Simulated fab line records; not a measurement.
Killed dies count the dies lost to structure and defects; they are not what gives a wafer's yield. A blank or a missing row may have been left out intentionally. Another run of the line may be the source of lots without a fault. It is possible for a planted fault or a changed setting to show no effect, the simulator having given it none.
fab line records	flow n5Finfet
record: lots: 4	wafers: 12	lastDay: 18
route steps=1938 shown SDB@374 DUMMY_REMOVAL@377 HKMG_FIN@385 BEOL_M4@1111 PASSIVATION@1936
lots with no fault: from the same line, run without faults
startH: start of the lot's first displayed wafer, in hours after the record's first day	waitH: hours elapsed since this lot's preceding step	" as in the row above	L1.1+2: a single row standing in for several wafers	- no value present, or no start provided	* or withheld: withheld	< > ~ a bound
route shown NAME@n: a module of which the file shows steps, and the number in the route of the first	usual: mean/standard deviation taken from wafers without a fault	same: alike in all rows	chamber/n: place in a boat	sites: readings site by site	_std_site: the values' standard deviation	_edge_site: the outer-site mean with the inner-site mean subtracted	radiusMm: how far each site lies from the wafer's centre	mask NAME#n: copy n	behind: the last tool/chamber to shape the wafer	hold: cause of the lot's hold/its duration in hours/its outcome	device: the transistor (n, p or np) that didn't switch	end of line: the same wafers' tests at the end of the route	a step given without rows: its recipe and nothing more	killed: not the wafer's yield, but the dies lost to structure and defects at the first sort	map: the dies of a wafer, with x for killed, . for not killed, _ for no die there
set.NAME: the setting that was run; set.NAME@STEP: the one run at that earlier step	model.NAME: the simulator's own value behind a step, which no gauge read
lots seen at some steps along the route; tables by step, rows by wafer
services: from which hour (startH, from the record's first day; less than 0 if before it) a tool's chamber was out of use, for how many hours, and why
== steps ==
step: N5_SDB_CMP_30
recipe: stopOn: poly-Si	tOverpolishS: 1.54	postCmpClean: alkalineBrush	downForcePsi: 4.1491	platenRpm: 51.796	padVelocityMS: 1.0306	targetThkNm: 30
step: N5_DUMMY_REMOVAL_HM_STRIP_01
recipe: chemistry: CH3F/O2	material: SiNx	targetDepthA: 40	stopOn: poly-Si	timeS: 6.8	overEtchFrac: 0.3	ionEnergyEv: 60	powerW: 410	biasW: 29	Ar_flow_sccm: 150	CH3F_flow_sccm: 30	O2_flow_sccm: 20
step: N5_DUMMY_REMOVAL_STRIP_10
recipe: chemistry: N2/H2	timeS: 40	powerW: 100	tempC: 40	pressureMtorr: 100	rfFrequencyHz: 6e+07	biasPowerW: 3	n2FlowSccm: 300	h2FlowSccm: 300
step: N5_DUMMY_REMOVAL_PRECLEAN_07
recipe: chemistry: dHF	timeS: 30	tempC: 25	dilution: withheld
step: N5_DUMMY_REMOVAL_DUMMY_REMOVE_02
recipe: chemistry: TMAH	tempC: 70	target: poly-Si	stopOn: SiO2	targetDepthNm: 142	concWtPct: 5	timeS: 57	dry: ipaMarangoni	rinseTimeS: 30	rinseTempC: 23
step: N5_DUMMY_REMOVAL_PRECLEAN_08
recipe: chemistry: NF3:NH3	afsCycles: 2	tempC: 30	timeS: 20	sublimationTempC: 180	sublimationTimeS: 60	pressureTorr: 3	rfPowerW: 30
step: N5_DUMMY_REMOVAL_PRECLEAN_04
recipe: chemistry: DHF	timeS: 37	tempC: 25	dilution: 500:1
step: N5_DUMMY_REMOVAL_SRD_05
recipe: dry: ipaMarangoni	doPpb: 5	timeS: 30	tempC: 23	rinseLiquid: diw
step: N5_HKMG_FIN_IL_REGROW_00
recipe: material: SiO2	targetThkA: 7.5	chemistry: O3	tempC: withheld	timeS: 30
step: N5_HKMG_FIN_HK_ALD_01
recipe: material: HfO2	targetThkA: 16	tempC: withheld	aldPrecursorFamily: HfCl4	aldCoReactant: H2O	pulseTimeS: 3	purgeTimeS: 3	coReactantPurgeTimeS: 2.5	coReactantPulseTimeS: 0.3	aldCycles: 30
usual: aldCycles: 30/0	coReactantPulseTimeS: 0.3/0	precursorPulseHeightRel: 0.998/0.019
lot.wafer	tool	chamber	startH	waitH	aldCycles	coReactantPulseTimeS	precursorPulseHeightRel
L427.1	aldHk-03	3	78.24	0.0	30	0.3	1.032
L427.3	"	1	"	"	30	0.3	1.007
L427.6	"	2	"	"	30	0.3	1.002
L439.3	aldHk-03	1	147.26	0.0	-	-	-
L439.4	"	2	"	"	-	-	-
L439.6	"	3	"	"	-	-	-
L440.2	aldHk-02	1	152.88	0.0	-	-	-
L440.3	"	0	"	"	-	-	-
L440.6	"	2	"	"	-	-	-
L449.2	aldHk-02	3	208.95	0.0	30	0.3	0.982
L449.4	"	0	"	"	30	0.3	1.013
L449.5	"	3	"	"	30	0.3	0.970
step: N5_HKMG_FIN_HK_ANNEAL_02
recipe: tempC: 700	timeS: 30	ambient: N2	idleTempC: 600	rampUpCPerS: 150	rampDownCPerS: 60	coolToC: 600
step: N5_HKMG_FIN_ALD_74
recipe: material: La2O3	targetThkA: 5	tempC: 250	aldPrecursorFamily: La-Cp	aldCoReactant: O3	pulseTimeS: 6	coReactantPulseTimeS: 1	purgeTimeS: 3	coReactantPurgeTimeS: 3
step: N5_HKMG_FIN_ALD_75
recipe: material: Al2O3	targetThkA: 10	tempC: 150	aldPrecursorFamily: TMA	aldCoReactant: H2O	pulseTimeS: withheld	coReactantPulseTimeS: 1
step: N5_HKMG_FIN_COAT_41
recipe: resist: SOC	tempC: 250	timeS: 60	spinRpm: 1500	resistThkNm: 300
step: N5_HKMG_FIN_COAT_42
recipe: resist: SiARC	tempC: 220	timeS: 60	spinRpm: 1500	resistThkNm: 35
step: N5_HKMG_FIN_COAT_43
recipe: resist: CAR-ArF	spinRpm: 1500	resistThkNm: 90
step: N5_HKMG_FIN_EBR_45
recipe: solvent: PGMEA	ebrWidthMm: 1.5
step: N5_HKMG_FIN_SOFTBAKE_44
recipe: tempC: 110	timeS: 60	resist: CAR-ArF
step: N5_HKMG_FIN_EXPOSE_46
recipe: maskId: NDIPOLE	na: 1.35	sourceShape: conventional	sigmaOuter: 0.8	polarization: unpolarized	doseMj: 40
step: N5_HKMG_FIN_PEB_47
recipe: pebTempC: withheld	pebTimeS: 60	resist: CAR-ArF
step: N5_HKMG_FIN_DEVELOP_48
recipe: developTimeS: 30	developer: TMAH	resist: CAR-ArF	rinseLiquid: diw	dry: airSpin	devTempC: 23
step: N5_HKMG_FIN_DESCUM_53
recipe: chemistry: O2	timeS: 7.9	sourcePowerW: 50	biasPowerW: 20	pressureMtorr: 20	rfFrequencyHz: 2.712e+07	tempC: 40	resist: CAR-ArF	o2FlowSccm: 225
step: N5_HKMG_FIN_ETCH_54
recipe: chemistry: CF4	target: SiARC	targetDepthA: 455	maskMaterial: CAR-ArF	timeS: 75.8	ionEnergyEv: 80	pressureMtorr: 40	sourceW: 545	biasW: 36	Ar_flow_sccm: 100	cf4FlowSccm: 100	ends: cleared
step: N5_HKMG_FIN_ETCH_55
recipe: chemistry: N2/H2	target: SOC	targetDepthA: 2400	tempC: 40	timeS: 300	ionEnergyEv: 200	maskMaterial: SiARC	pressureMtorr: 30	sourceW: 840	biasW: 150	n2FlowSccm: 200	h2FlowSccm: 200
step: N5_HKMG_FIN_STRIP_56
recipe: chemistry: N2/H2	tempC: 40	n2FlowSccm: 200	h2FlowSccm: 200	rfFrequencyHz: 6e+07
step: N5_HKMG_FIN_STRIP_57
recipe: chemistry: CF4	resist: SiARC	powerW: 300	biasPowerW: 75	pressureMtorr: 50	cf4FlowSccm: 150	rfFrequencyHz: 6e+07
step: N5_HKMG_FIN_ETCH_58
recipe: chemistry: N2/H2	target: SOC	targetDepthA: 2158	ionEnergyEv: 50	biasW: 13	timeS: 741	pressureMtorr: 30	sourceW: 875	n2FlowSccm: 200	h2FlowSccm: 200
step: N5_HKMG_FIN_STRIP_93
recipe: chemistry: N2/H2	material: SOC	timeS: 20	powerW: 500	tempC: 40	pressureMtorr: 50	rfFrequencyHz: 6e+07	biasPowerW: 8	h2Frac: 0.5	n2FlowSccm: 300	h2FlowSccm: 300
step: N5_HKMG_FIN_WET_ETCH_76
recipe: chemistry: dNH4OH	mix: 1:50	tempC: 25	target: Al2O3	stopOn: La2O3	targetDepthNm: 2.25	dry: ipaMarangoni	rinseTimeS: 30	rinseTempC: 23
step: N5_HKMG_FIN_STRIP_60
recipe: chemistry: N2/H2	powerW: 2500	tempC: 300	h2Frac: 0.65	timeS: 360	pressureMtorr: withheld	n2FlowSccm: 1750	h2FlowSccm: 3250
step: N5_HKMG_FIN_WET_ETCH_77
recipe: chemistry: dHCl	mix: 1:10000	tempC: 25	target: La2O3	stopOn: HfO2	targetDepthNm: 2
step: N5_HKMG_FIN_WET_ETCH_78
recipe: chemistry: dNH4OH	mix: 1:50	tempC: 25	target: Al2O3	stopOn: La2O3	targetDepthNm: 4.5	dry: ipaMarangoni	rinseTimeS: 30	rinseTempC: 23
step: N5_HKMG_FIN_ALD_79
recipe: material: TiN	targetThkA: 15	tempC: 400	aldPrecursorFamily: TiCl4	aldCoReactant: NH3	pulseTimeS: 1	purgeTimeS: 3	coReactantPurgeTimeS: 2	coReactantPulseTimeS: 2	aldCycles: 68	pressureTorr: 3
step: N5_HKMG_FIN_CVD_62
recipe: material: a-Si	targetThkA: 30	tempC: 500	precursor: Si2H6	pressureTorr: 1	timeS: 20.8
step: N5_HKMG_FIN_RTA_80
recipe: tempC: withheld	timeS: 2	ambient: N2	idleTempC: 600	rampUpCPerS: 150	rampDownCPerS: 60	coolToC: 600
step: N5_HKMG_FIN_PRECLEAN_64
recipe: chemistry: dHF	timeS: 30	tempC: 25	dilution: withheld
step: N5_HKMG_FIN_THK_MEAS_70
recipe: thkMeasGauge: xrf	reads: HfO2_of_HKMG_FIN_HK_ALD_01
usual: HK_THK: 1.585/0.018
lot.wafer	tool	chamber	startH	waitH	HK_THK[nm]
L427.1	filmMetro-01	-	82.11	0.2	1.578
L427.3	"	-	"	"	1.580
L427.6	"	-	"	"	1.575
L439.3	filmMetro-01	-	150.91	0.2	<0.001
L439.4	"	-	"	"	<0.001
L439.6	"	-	"	"	<0.001
L440.2	filmMetro-01	-	156.55	0.2	<0.001
L440.3	"	-	"	"	<0.001
L440.6	"	-	"	"	<0.001
L449.2	filmMetro-02	-	212.89	0.2	1.619
L449.4	"	-	"	"	1.608
L449.5	"	-	"	"	1.574
step: N5_BEOL_M4_RC_MEAS_101
usual: DIBL_N: 36.1/1.6	DIBL_P: 35.7/1.8	IOFF_N: 0.159/0.027	IOFF_P: 0.21/0.03	ION_N: 673/10	ION_P: 462/7.4	SS_N: 71.4/0.56	SS_P: 73.2/0.61	VT_N: 249.7/3	VT_P: -250/3.1
lot.wafer	tool	chamber	startH	waitH	DIBL_N[mV/V]	DIBL_P[mV/V]	IOFF_N[nA/um]	IOFF_P[nA/um]	ION_N[uA/um]	ION_P[uA/um]	SS_N[mV/dec]	SS_P[mV/dec]	VT_N[mV]	VT_P[mV]
L427.1	prober-01	0	171.41	0.0	35.4	35.8	0.155	0.19	679	457	71.6	72.7	247.8	-255
L427.3	"	0	"	"	37.1	38.0	0.183	0.22	674	452	72.1	73.0	251.5	-253
L427.6	"	0	"	"	35.0	35.7	0.154	0.19	667	451	71.9	73.1	246.3	-254
L449.2	prober-02	0	329.06	0.2	39.1	38.5	0.197	0.30	681	470	71.4	74.1	245.4	-243
L449.4	"	0	"	"	35.9	34.2	0.139	0.20	671	468	70.7	73.6	249.0	-250
L449.5	"	0	"	"	38.1	36.9	0.179	0.26	678	473	71.4	73.8	247.1	-244
step: N5_PASSIVATION_PROBE_49
usual: defectLimitedYield: 91.0/1.3	killed_at_M0_to_M3: 33/10	killed_at_M4_up: 14/5.6	killedAtContacts: 12/5.8	killedAtFrontEnd: 43/11	killedAtOther: 4.1/2.8	killedDies: 106/15	killedOnRim: 14/3.9	killedOpen: 70/12	killedShort: 34/7.5	sort_bin_5_function: 5.3/0.88	sort_bin_6_memory: 3.3/0.64	sortNPass: 1074/15	sortYieldPct: 91.0/1.3
same: grossDies: 1180	killedAtBackSide: 0	sort_bin_4_leakage[%]: 0	sort_bin_8_speed[%]: 0
lot.wafer	tool	chamber	startH	waitH	defectLimitedYield[%]	killed_at_M0_to_M3	killed_at_M4_up	killedAtContacts	killedAtFrontEnd	killedAtOther	killedDies	killedOnRim	killedOpen	killedShort	sort_bin_5_function[%]	sort_bin_6_memory[%]	sortNPass	sortYieldPct[%]
L427.1	prober-02	-	283.71	0.2	91.0	38	15	16	35	2	106	11	78	27	5.6	3.2	1074	91.0
L427.3	prober-02	-	283.81	0.3	92.1	33	11	5	42	2	93	7	66	22	5.3	2.1	1087	92.1
L427.6	prober-02	-	283.96	0.4	91.7	37	13	8	39	1	98	14	61	34	4.3	3.3	1082	91.7
L439.3	prober-02	-	357.35	0.1	0	24	6	2	1144	4	1180	152	50	17	97.1	2.7	0	0
L439.4	prober-02	-	357.40	0.2	0	25	16	2	1135	2	1180	152	59	27	96.2	3.6	0	0
L439.6	prober-02	-	357.50	0.3	0	52	15	13	1097	3	1180	152	77	28	97.1	2.5	0	0
L440.2	prober-01	-	364.91	0.1	0	33	13	9	1119	6	1180	152	75	27	96.5	3.2	0	0
L440.3	prober-01	-	364.96	0.1	0	31	4	14	1122	9	1180	152	69	40	95.8	3.7	0	0
L440.6	prober-01	-	365.11	0.3	0	10	6	10	1151	3	1180	152	42	23	97.7	1.9	0	0
killed by level:class
L427.1 MOL_CONTACT_COAG:geometricParticle:open=12 FIN_SAQP:geometricParticle:open=10 BEOL_M4:geometricParticle:open=10 BEOL_M1:geometricParticle:open=9 BEOL_M0_SAQP:geometricParticle:open=8 BEOL_M2:geometricParticle:open=8 BEOL_M0_SAQP:geometricParticle:short=6 FIN_SAQP:geometricParticle:short=5
L427.3 FIN_SAQP:geometricParticle:open=12 FIN_SAQP:geometricParticle:short=9 BEOL_M0_SAQP:geometricParticle:open=9 BEOL_M2:geometricParticle:open=9 BEOL_M4:geometricParticle:open=7 STI_FIN_REVEAL:geometricParticle:open=5 BEOL_M0_SAQP:geometricParticle:short=5 BEOL_M1:geometricParticle:open=5
L427.6 BEOL_M0_SAQP:geometricParticle:short=9 BEOL_M4:geometricParticle:open=9 BEOL_M0_SAQP:geometricParticle:open=8 FIN_SAQP:geometricParticle:open=7 STI_FIN_REVEAL:geometricParticle:open=7 MOL_CONTACT_COAG:geometricParticle:open=6 BEOL_M3:geometricParticle:open=5 BEOL_M2:geometricParticle:open=5
L439.3 HKMG_FIN:areaAld=1109 BEOL_M3:geometricParticle:open=8 STI_FIN_REVEAL:geometricParticle:open=7 GATE_CUT:geometricParticle:short=5 BEOL_M2:geometricParticle:open=5 FIN_SAQP:geometricParticle:open=4 GATE_CUT:geometricParticle:open=4 BEOL_M0_SAQP:geometricParticle:open=4
L439.4 HKMG_FIN:areaAld=1094 STI_FIN_REVEAL:geometricParticle:open=16 BEOL_M4:geometricParticle:open=7 FIN_SAQP:geometricParticle:short=6 BEOL_M1:geometricParticle:open=5 BEOL_M3:geometricParticle:open=5 FIN_SAQP:geometricParticle:open=4 GATE_CUT:geometricParticle:short=4
L439.6 HKMG_FIN:areaAld=1074 BEOL_M2:geometricParticle:open=13 MOL_CONTACT_COAG:geometricParticle:open=10 BEOL_M1:geometricParticle:open=9 BEOL_M0_SAQP:geometricParticle:open=8 STI_FIN_REVEAL:geometricParticle:open=7 BEOL_M3:geometricParticle:open=7 BEOL_M0_SAQP:geometricParticle:short=7
L440.2 HKMG_FIN:areaAld=1078 FIN_SAQP:geometricParticle:open=14 BEOL_M0_SAQP:geometricParticle:open=9 STI_FIN_REVEAL:geometricParticle:open=8 BEOL_M0_SAQP:geometricParticle:short=8 BEOL_M4:geometricParticle:open=8 MOL_CONTACT_COAG:geometricParticle:open=7 DUMMY_GATE:geometricParticle:open=5
L440.3 HKMG_FIN:areaAld=1070 FIN_SAQP:geometricParticle:open=14 MOL_CONTACT_COAG:geometricParticle:open=12 FIN_SAQP:geometricParticle:short=10 BEOL_M1:geometricParticle:open=7 STI_FIN_REVEAL:geometricParticle:open=6 BEOL_M0_SAQP:geometricParticle:open=6 BEOL_M0_SAQP:geometricParticle:short=6
L440.6 HKMG_FIN:areaAld=1114 FIN_SAQP:geometricParticle:open=15 FIN_SAQP:geometricParticle:short=7 MOL_CONTACT_COAG:geometricParticle:open=7 STI_FIN_REVEAL:geometricParticle:open=5 BEOL_M0_SAQP:geometricParticle:open=4 STARTING-WAFER:geometricParticle:short=4 MOL_CONTACT_COAG:geometricParticle:short=3
map L439.3 (x killed, . not)
_________________xxxxxxxxxxxx________________
______________xxxxxxxxxxxxxxxxxx_____________
___________xxxxxxxxxxxxxxxxxxxxxxxx__________
__________xxxxxxxxxxxxxxxxxxxxxxxxxx_________
________xxxxxxxxxxxxxxxxxxxxxxxxxxxxxx_______
_______xxxxxxxxxxxxxxxxxxxxxxxxxxxxxxxx______
______xxxxxxxxxxxxxxxxxxxxxxxxxxxxxxxxxx_____
_____xxxxxxxxxxxxxxxxxxxxxxxxxxxxxxxxxxxx____
____xxxxxxxxxxxxxxxxxxxxxxxxxxxxxxxxxxxxxx___
___xxxxxxxxxxxxxxxxxxxxxxxxxxxxxxxxxxxxxxxx__
___xxxxxxxxxxxxxxxxxxxxxxxxxxxxxxxxxxxxxxxx__
__xxxxxxxxxxxxxxxxxxxxxxxxxxxxxxxxxxxxxxxxxx_
__xxxxxxxxxxxxxxxxxxxxxxxxxxxxxxxxxxxxxxxxxx_
_xxxxxxxxxxxxxxxxxxxxxxxxxxxxxxxxxxxxxxxxxxxx
_xxxxxxxxxxxxxxxxxxxxxxxxxxxxxxxxxxxxxxxxxxxx
_xxxxxxxxxxxxxxxxxxxxxxxxxxxxxxxxxxxxxxxxxxxx
_xxxxxxxxxxxxxxxxxxxxxxxxxxxxxxxxxxxxxxxxxxxx
_xxxxxxxxxxxxxxxxxxxxxxxxxxxxxxxxxxxxxxxxxxxx
_xxxxxxxxxxxxxxxxxxxxxxxxxxxxxxxxxxxxxxxxxxxx
_xxxxxxxxxxxxxxxxxxxxxxxxxxxxxxxxxxxxxxxxxxxx
_xxxxxxxxxxxxxxxxxxxxxxxxxxxxxxxxxxxxxxxxxxxx
__xxxxxxxxxxxxxxxxxxxxxxxxxxxxxxxxxxxxxxxxxx_
__xxxxxxxxxxxxxxxxxxxxxxxxxxxxxxxxxxxxxxxxxx_
___xxxxxxxxxxxxxxxxxxxxxxxxxxxxxxxxxxxxxxxx__
___xxxxxxxxxxxxxxxxxxxxxxxxxxxxxxxxxxxxxxxx__
____xxxxxxxxxxxxxxxxxxxxxxxxxxxxxxxxxxxxxx___
_____xxxxxxxxxxxxxxxxxxxxxxxxxxxxxxxxxxxx____
______xxxxxxxxxxxxxxxxxxxxxxxxxxxxxxxxxx_____
_______xxxxxxxxxxxxxxxxxxxxxxxxxxxxxxxx______
________xxxxxxxxxxxxxxxxxxxxxxxxxxxxxx_______
__________xxxxxxxxxxxxxxxxxxxxxxxxxx_________
___________xxxxxxxxxxxxxxxxxxxxxxxx__________
______________xxxxxxxxxxxxxxxxxx_____________
_________________xxxxxxxxxxxx________________
map L440.2 (x killed, . not)
_________________xxxxxxxxxxxx________________
______________xxxxxxxxxxxxxxxxxx_____________
___________xxxxxxxxxxxxxxxxxxxxxxxx__________
__________xxxxxxxxxxxxxxxxxxxxxxxxxx_________
________xxxxxxxxxxxxxxxxxxxxxxxxxxxxxx_______
_______xxxxxxxxxxxxxxxxxxxxxxxxxxxxxxxx______
______xxxxxxxxxxxxxxxxxxxxxxxxxxxxxxxxxx_____
_____xxxxxxxxxxxxxxxxxxxxxxxxxxxxxxxxxxxx____
____xxxxxxxxxxxxxxxxxxxxxxxxxxxxxxxxxxxxxx___
___xxxxxxxxxxxxxxxxxxxxxxxxxxxxxxxxxxxxxxxx__
___xxxxxxxxxxxxxxxxxxxxxxxxxxxxxxxxxxxxxxxx__
__xxxxxxxxxxxxxxxxxxxxxxxxxxxxxxxxxxxxxxxxxx_
__xxxxxxxxxxxxxxxxxxxxxxxxxxxxxxxxxxxxxxxxxx_
_xxxxxxxxxxxxxxxxxxxxxxxxxxxxxxxxxxxxxxxxxxxx
_xxxxxxxxxxxxxxxxxxxxxxxxxxxxxxxxxxxxxxxxxxxx
_xxxxxxxxxxxxxxxxxxxxxxxxxxxxxxxxxxxxxxxxxxxx
_xxxxxxxxxxxxxxxxxxxxxxxxxxxxxxxxxxxxxxxxxxxx
_xxxxxxxxxxxxxxxxxxxxxxxxxxxxxxxxxxxxxxxxxxxx
_xxxxxxxxxxxxxxxxxxxxxxxxxxxxxxxxxxxxxxxxxxxx
_xxxxxxxxxxxxxxxxxxxxxxxxxxxxxxxxxxxxxxxxxxxx
_xxxxxxxxxxxxxxxxxxxxxxxxxxxxxxxxxxxxxxxxxxxx
__xxxxxxxxxxxxxxxxxxxxxxxxxxxxxxxxxxxxxxxxxx_
__xxxxxxxxxxxxxxxxxxxxxxxxxxxxxxxxxxxxxxxxxx_
___xxxxxxxxxxxxxxxxxxxxxxxxxxxxxxxxxxxxxxxx__
___xxxxxxxxxxxxxxxxxxxxxxxxxxxxxxxxxxxxxxxx__
____xxxxxxxxxxxxxxxxxxxxxxxxxxxxxxxxxxxxxx___
_____xxxxxxxxxxxxxxxxxxxxxxxxxxxxxxxxxxxx____
______xxxxxxxxxxxxxxxxxxxxxxxxxxxxxxxxxx_____
_______xxxxxxxxxxxxxxxxxxxxxxxxxxxxxxxx______
________xxxxxxxxxxxxxxxxxxxxxxxxxxxxxx_______
__________xxxxxxxxxxxxxxxxxxxxxxxxxx_________
___________xxxxxxxxxxxxxxxxxxxxxxxx__________
______________xxxxxxxxxxxxxxxxxx_____________
_________________xxxxxxxxxxxx________________
== services ==
tool	chamber	startH	hours	kind
aldHk-03	-	190.21	0.2	repair
== key ==
firstSign: step: N5_HKMG_FIN_HK_ALD_01	reading: toolRecord	direction: missing
effect: step: N5_HKMG_FIN_THK_MEAS_70	reading: HK_THK	direction: down	sigmas: 90	usual: 1.585	struck: <0.001
effect: step: N5_PASSIVATION_PROBE_49	reading: sort_bin_5_function	direction: up	sigmas: 99+	usual: 5.3	struck: 96.8
moreKillsBornAt: N5_HKMG_FIN_HK_ALD_01@aldHk-03: 3277	N5_HKMG_FIN_HK_ALD_01@aldHk-02: 3262
metAt N5_HKMG_FIN_HK_ALD_01
struckWafers L439.3,L439.4,L439.6,L440.2,L440.3,L440.6
laterRowsLeftOut L439.3,L439.4,L439.6,L440.2,L440.3,L440.6
onsetBetween 78.24 147.26
fault: kind: skippedStepWhole	tool: aldHk-02,aldHk-03	chamber: -	onsetH: 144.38	steps: N5_HKMG_FIN_HK_ALD_01	scope: struckLotsOnly
laterRowsLeftOut: the simulator's readings of these wafers behind a module that went badly wrong aren't trusted and aren't shown, but for the sort
